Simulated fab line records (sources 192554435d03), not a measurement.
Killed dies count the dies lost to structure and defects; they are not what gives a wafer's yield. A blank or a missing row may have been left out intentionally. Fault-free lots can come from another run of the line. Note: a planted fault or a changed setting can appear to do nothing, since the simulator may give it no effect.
Lot-split experiment / flow n5_finfet / 21 wafers read across 7 lots, on a route 1938 steps long

ABOUT THE SPLIT
At N5_BEOL_M3_EXPOSE_08 (exposes mask M3), the setting dose_mj was moved away from the recipe's 33 on 8 of the 21 wafers read, by -6.0% to +7.1%. For the rest of the wafers, this setting stayed at what the recipe calls for.

FROM THE SPLIT TO THE READING: what the file shows between them, 2 steps
- N5_BEOL_M3_PEB_09: peb time 60 s
- N5_BEOL_M3_DEVELOP_10: develop time 30 s

THE READING
At N5_BEOL_M3_CD_MEAS_11: cd_nm in nanometres, against a target cd of 17.05 nm. Typical for fault-free wafers on this fab line: 17.11 nm, with standard deviation 0.3 nm.

wafer=L074.1; tool, chamber at the split=euv_scanner-01, 0; dose_mj as run=33; against the recipe=recipe; cd_nm, nm=17.66; against lot-mates on the recipe=-
wafer=L074.2; tool, chamber at the split=euv_scanner-01, 0; dose_mj as run=33; against the recipe=recipe; cd_nm, nm=17.08; against lot-mates on the recipe=-
wafer=L074.5; tool, chamber at the split=euv_scanner-01, 0; dose_mj as run=33; against the recipe=recipe; cd_nm, nm=17.24; against lot-mates on the recipe=-
wafer=L079.3; tool, chamber at the split=euv_scanner-01, 0; dose_mj as run=33; against the recipe=recipe; cd_nm, nm=16.91; against lot-mates on the recipe=-
wafer=L079.4; tool, chamber at the split=euv_scanner-01, 0; dose_mj as run=33; against the recipe=recipe; cd_nm, nm=17.02; against lot-mates on the recipe=-
wafer=L079.5; tool, chamber at the split=euv_scanner-01, 0; dose_mj as run=31.01; against the recipe=-6.0%; cd_nm, nm=15.60; against lot-mates on the recipe=-1.37
wafer=L081.1; tool, chamber at the split=euv_scanner-02, 0; dose_mj as run=33; against the recipe=recipe; cd_nm, nm=17.18; against lot-mates on the recipe=-
wafer=L081.2; tool, chamber at the split=euv_scanner-02, 0; dose_mj as run=33; against the recipe=recipe; cd_nm, nm=17.39; against lot-mates on the recipe=-
wafer=L081.3; tool, chamber at the split=euv_scanner-02, 0; dose_mj as run=33; against the recipe=recipe; cd_nm, nm=17.68; against lot-mates on the recipe=-
wafer=L080.3; tool, chamber at the split=euv_scanner-02, 0; dose_mj as run=33; against the recipe=recipe; cd_nm, nm=17.21; against lot-mates on the recipe=-
wafer=L080.5; tool, chamber at the split=euv_scanner-02, 0; dose_mj as run=33.94; against the recipe=+2.8%; cd_nm, nm=17.37; against lot-mates on the recipe=+0.16
wafer=L080.6; tool, chamber at the split=euv_scanner-02, 0; dose_mj as run=33.94; against the recipe=+2.8%; cd_nm, nm=17.75; against lot-mates on the recipe=+0.54
wafer=L089.1; tool, chamber at the split=euv_scanner-02, 0; dose_mj as run=34.52; against the recipe=+4.6%; cd_nm, nm=18.30; against lot-mates on the recipe=+1.19
wafer=L089.2; tool, chamber at the split=euv_scanner-02, 0; dose_mj as run=34.52; against the recipe=+4.6%; cd_nm, nm=18.16; against lot-mates on the recipe=+1.05
wafer=L089.6; tool, chamber at the split=euv_scanner-02, 0; dose_mj as run=33; against the recipe=recipe; cd_nm, nm=17.11; against lot-mates on the recipe=-
wafer=L092.2; tool, chamber at the split=euv_scanner-02, 0; dose_mj as run=35.35; against the recipe=+7.1%; cd_nm, nm=18.40; against lot-mates on the recipe=+1.51
wafer=L092.4; tool, chamber at the split=euv_scanner-02, 0; dose_mj as run=33; against the recipe=recipe; cd_nm, nm=16.80; against lot-mates on the recipe=-
wafer=L092.5; tool, chamber at the split=euv_scanner-02, 0; dose_mj as run=33; against the recipe=recipe; cd_nm, nm=16.98; against lot-mates on the recipe=-
wafer=L094.1; tool, chamber at the split=euv_scanner-02, 0; dose_mj as run=34.86; against the recipe=+5.6%; cd_nm, nm=18.77; against lot-mates on the recipe=+1.18
wafer=L094.3; tool, chamber at the split=euv_scanner-02, 0; dose_mj as run=34.86; against the recipe=+5.6%; cd_nm, nm=18.46; against lot-mates on the recipe=+0.87
wafer=L094.6; tool, chamber at the split=euv_scanner-02, 0; dose_mj as run=33; against the recipe=recipe; cd_nm, nm=17.59; against lot-mates on the recipe=-

THE FIT
A straight line over all 21 wafers: cd_nm changes by +0.222 nm for each +1% of dose_mj; r = +0.92; the points scatter about the line by 0.28 nm.
The same after taking each lot's own level away (the mean of its wafers on the recipe; 21 wafers): +0.208 nm for each +1%; r = +0.96; scatter 0.19 nm.
According to that fit, moving dose_mj by its largest amount changes the reading by 1.5 nm.
The lots' own levels span 16.890 to 17.590 nm, that is 2.3 times the standard deviation above.
The two slopes are in agreement: the lot-to-lot level therefore moves the slope only a little.
Check: for one of the wafers moved furthest among these (+7.1%), held out of the fit, the line's prediction against its lot-mates is +1.44 nm. It came out at +1.51 nm against them.

THE WHOLE CHAIN: every reading that the file lists as answering this split, in the file's order
step=N5_BEOL_M3_CD_MEAS_11; what it does=target cd 17.05 nm; reading=cd_nm; change (the file's fit)=+0.208 nm for each +1% of the setting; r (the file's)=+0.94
step=N5_BEOL_M3_ETCH_74; what it does=etches underlayer in N2/H2, target depth 6.5 nm, time 5.2 s; reading=BEOL_M3.cd_offset_nm (the simulator's own value, which no gauge read); change (the file's fit)=+0.221 nm for each +1% of the setting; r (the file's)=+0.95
step=N5_BEOL_M3_ETCH_64; what it does=etches SOC in N2/H2, target depth 75 nm, overetch 15 nm, time 112.5 s; reading=BEOL_M3.cd_offset_nm (the simulator's own value, which no gauge read); change (the file's fit)=+0.197 nm for each +1% of the setting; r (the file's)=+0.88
step=N5_BEOL_M3_HM_OPEN_17; what it does=chemistry Cl2/BCl3, target TiN, target depth 20 nm, overetch 6 nm; reading=BEOL_M3.cd_offset_nm (the simulator's own value, which no gauge read); change (the file's fit)=+0.173 nm for each +1% of the setting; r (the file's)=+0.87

FILE'S OWN FIT
cd_nm changes by +0.208 nm for each +1% of dose_mj, r = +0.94.
